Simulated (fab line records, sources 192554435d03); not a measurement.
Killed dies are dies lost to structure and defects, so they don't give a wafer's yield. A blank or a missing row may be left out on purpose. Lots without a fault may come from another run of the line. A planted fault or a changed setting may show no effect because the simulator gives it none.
Chamber matching | flow n5_finfet | N5_MOL_CONTACT_COAG_ETCH_59 on rie_diel-01: 4 sister chambers
The step etches underlayer in N2/H2, target depth 13 nm, time 10.4 s. 8 wafers are shown with their chamber, then 7 later ones without.

WAFERS WITH THEIR CHAMBER
wafer  | chamber | drypump_motor_current_A (A) | showerhead_plenum_p_Torr (Torr)
L606.4 | 2       | 5.9                         | 2.39
L608.5 | 3       | 5.6                         | 2.57
L614.1 | 2       | 5.9                         | 2.38
L614.3 | 3       | 5.6                         | 2.56
L619.4 | 0       | 5.8                         | 2.59
L619.5 | 1       | 5.1                         | 2.63
L620.2 | 0       | 5.8                         | 2.59
L620.3 | 1       | 5.0                         | 2.63

WAFERS WITHOUT THEIR CHAMBER
wafer  | drypump_motor_current_A (A) | showerhead_plenum_p_Torr (Torr)
L620.5 | 5.8                         | 2.59
L622.2 | 5.0                         | 2.63
L622.5 | 5.9                         | 2.69
L622.6 | 5.6                         | 2.55
L623.1 | 5.9                         | 2.69
L623.2 | 5.6                         | 2.55
L623.5 | 5.6                         | 2.55

WHICH CHAMBER EACH WENT THROUGH
wafer  | from the rows above | in truth
L620.5 | 0                   | 0
L622.2 | 1                   | 1
L622.5 | 0                   | 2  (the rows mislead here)
L622.6 | 3                   | 3
L623.1 | 0                   | 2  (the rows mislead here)
L623.2 | 3                   | 3
L623.5 | 3                   | 3
Placed correctly: 5 of 7. Can't be placed from these rows: 0. Placed wrongly: 2.
How it was worked out, from the rows above alone: a wafer's distance from a chamber is the root of the sum, over the readings, of the square of ((its reading less the chamber's mean) divided by the reading's scatter). The wafer belongs to the nearest chamber; if the next one is less than 2 further off, it can't be placed. A chamber's mean is the mean of its shown wafers. The scatter: the root of (the sum of the squares of (reading less its chamber's mean) over the shown wafers, divided by (wafers less chambers)).
